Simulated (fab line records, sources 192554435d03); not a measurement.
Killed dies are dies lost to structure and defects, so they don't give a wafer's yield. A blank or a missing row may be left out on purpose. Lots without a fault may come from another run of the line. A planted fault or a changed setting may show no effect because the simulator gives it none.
Split-lot experiment | flow n5_finfet | 7 lots, 39 wafers read, on a route of 1938 steps

THE SPLIT
At N5_BEOL_M2_TRENCH_ETCH_37 (etches SiOC in C4F6/O2, target depth 55.555 nm, time 29.2 s), the setting target_depth_a was moved away from the recipe's 555.55 angstrom on 9 of the 39 wafers read, by -50.5% to +31.6%. The other wafers ran this setting at the recipe's value.

FROM THE SPLIT TO THE READING: what the file shows between them, 8 steps
- N5_BEOL_M2_ETCH_41: etches SiCN in CH3F/O2, target depth 29.9 nm, time 52.5 s
- N5_BEOL_M2_STRIP_97: strips in N2/H2, time 10 s
- N5_BEOL_M2_OCD_MEAS_38
- N5_BEOL_M2_HM_STRIP_39: strips TiN in peroxide tin strip, target depth 25 nm, time 158 s
- N5_BEOL_M2_SRD_40: time 30 s
- N5_BEOL_M2_ECD_50: material Cu, target thk 300 nm
- N5_BEOL_M2_ANNEAL_51: time 90 s
- N5_BEOL_M2_CMP_52: polishes, stops on SiOC, t overpolish 6.8 s, target thk 40 nm

THE READING
M2_THK, in nm, at N5_BEOL_M2_THK_MEAS_53 (measures by xrf). Fault-free wafers of this fab line usually give 39.4 nm, standard deviation 1.6 nm.

wafer  | tool, chamber at the split | target_depth_a as run, angstrom | against the recipe | M2_THK, nm | against lot-mates on the recipe
L080.1 | rie_diel-06, 1             | 555.55                          | recipe             | 39.9       | -
L080.2 | rie_diel-06, 3             | 730.9                           | +31.6%             | 57.1       | +17.8
L080.3 | rie_diel-06, 0             | 730.9                           | +31.6%             | 58.2       | +18.9
L080.4 | rie_diel-06, 1             | 555.55                          | recipe             | 39.0       | -
L080.5 | rie_diel-06, 0             | 555.55                          | recipe             | 39.1       | -
L080.6 | rie_diel-06, 3             | 730.9                           | +31.6%             | 58.7       | +19.4
L081.1 | rie_diel-03, 0             | 555.55                          | recipe             | 39.4       | -
L081.2 | rie_diel-03, 1             | 555.55                          | recipe             | 37.5       | -
L081.3 | rie_diel-03, 2             | 555.55                          | recipe             | 35.1       | -
L081.4 | rie_diel-03, 3             | 555.55                          | recipe             | 37.6       | -
L081.5 | rie_diel-03, 0             | 555.55                          | recipe             | 36.7       | -
L081.6 | rie_diel-03, 3             | 555.55                          | recipe             | 37.6       | -
L084.1 | rie_diel-03, 2             | 654.9                           | +17.9%             | 47.0       | +8.5
L084.2 | rie_diel-03, 0             | 654.9                           | +17.9%             | 50.9       | +12.4
L084.3 | rie_diel-03, 1             | 654.9                           | +17.9%             | 49.6       | +11.1
L084.4 | rie_diel-03, 3             | 555.55                          | recipe             | 39.0       | -
L084.5 | rie_diel-03, 2             | 555.55                          | recipe             | 37.6       | -
L084.6 | rie_diel-03, 1             | 555.55                          | recipe             | 39.0       | -
L086.1 | rie_diel-06, 2             | 555.55                          | recipe             | 42.2       | -
L086.2 | rie_diel-06, 1             | 555.55                          | recipe             | 39.5       | -
L086.3 | rie_diel-06, 0             | 275.2                           | -50.5%             | 12.7       | -28.2
L086.4 | rie_diel-06, 3             | 275.2                           | -50.5%             | 10.8       | -30.1
L086.5 | rie_diel-06, 2             | 275.2                           | -50.5%             | 13.0       | -27.9
L086.6 | rie_diel-06, 3             | 555.55                          | recipe             | 40.9       | -
L087.1 | rie_diel-02, 2             | 555.55                          | recipe             | 40.9       | -
L087.2 | rie_diel-02, 3             | 555.55                          | recipe             | 40.9       | -
L087.3 | rie_diel-02, 0             | 555.55                          | recipe             | 38.3       | -
L087.4 | rie_diel-02, 3             | 555.55                          | recipe             | 39.5       | -
L087.5 | rie_diel-02, 0             | 555.55                          | recipe             | 38.5       | -
L087.6 | rie_diel-02, 2             | 555.55                          | recipe             | 39.8       | -
L093.1 | rie_diel-02, 3             | 555.55                          | recipe             | 37.8       | -
L093.2 | rie_diel-02, 1             | 555.55                          | recipe             | 38.4       | -
L093.3 | rie_diel-02, 0             | 555.55                          | recipe             | 36.2       | -
L093.4 | rie_diel-02, 1             | 555.55                          | recipe             | 37.4       | -
L093.5 | rie_diel-02, 0             | 555.55                          | recipe             | 35.6       | -
L093.6 | rie_diel-02, 3             | 555.55                          | recipe             | 39.3       | -
L094.2 | rie_diel-03, 1             | 555.55                          | recipe             | 40.7       | -
L094.4 | rie_diel-03, 0             | 555.55                          | recipe             | 40.6       | -
L094.5 | rie_diel-03, 0             | 555.55                          | recipe             | 40.7       | -

THE FIT
A straight line over all 39 wafers: M2_THK changes by +0.553 nm for each +1% of target_depth_a; r = +0.99; the points scatter about the line by 1.7 nm.
The same after taking each lot's own level away (the mean of its wafers on the recipe; 39 wafers): +0.577 nm for each +1%; r = +0.99; scatter 1.1 nm.
On that fit, the largest move of target_depth_a shifts the reading by 29 nm.
The lots' own levels span 37.32 to 40.87 nm, that is 2.2 times the standard deviation above.
So the lot-to-lot level changes the slope little: the two slopes agree.
Check: with one of the wafers moved furthest among these (-50.5%) left out of the fit, the line predicts -29.3 nm for it against its lot-mates. It came out at -28.2 nm against them.

THE WHOLE CHAIN: every reading that the file lists as answering this split, in the file's order
step                      | what it does                                                  | reading                                                                          | change (the file's fit)                | r (the file's)
N5_BEOL_M2_TRENCH_ETCH_37 | etches SiOC in C4F6/O2, target depth 55.555 nm, time 29.2 s   | BEOL_M2.feature_depth_nm (the simulator's own value, which no gauge read)        | +0.556 nm for each +1% of the setting  | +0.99
N5_BEOL_M2_TRENCH_ETCH_37 | etches SiOC in C4F6/O2, target depth 55.555 nm, time 29.2 s   | etch.depth_nm (the simulator's own value, which no gauge read)                   | +0.556 nm for each +1% of the setting  | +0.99
N5_BEOL_M2_TRENCH_ETCH_37 | etches SiOC in C4F6/O2, target depth 55.555 nm, time 29.2 s   | TiN_of_BEOL_M2_HM_DEP_02.thk_nm (the simulator's own value, which no gauge read) | -0.0238 nm for each +1% of the setting | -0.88
N5_BEOL_M2_OCD_MEAS_38    |                                                               | trench_depth_nm                                                                  | +0.562 nm for each +1% of the setting  | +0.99
N5_BEOL_M2_CMP_52         | polishes, stops on SiOC, t overpolish 6.8 s, target thk 40 nm | Cu_of_BEOL_M2_ECD_50.thk_nm (the simulator's own value, which no gauge read)     | +0.579 nm for each +1% of the setting  | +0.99
N5_BEOL_M2_THK_MEAS_53    | measures by xrf                                               | M2_THK                                                                           | +0.577 for each +1% of the setting     | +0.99

THE FILE'S OWN FIT
M2_THK changes by +0.577 nm for each +1% of target_depth_a, r = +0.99.
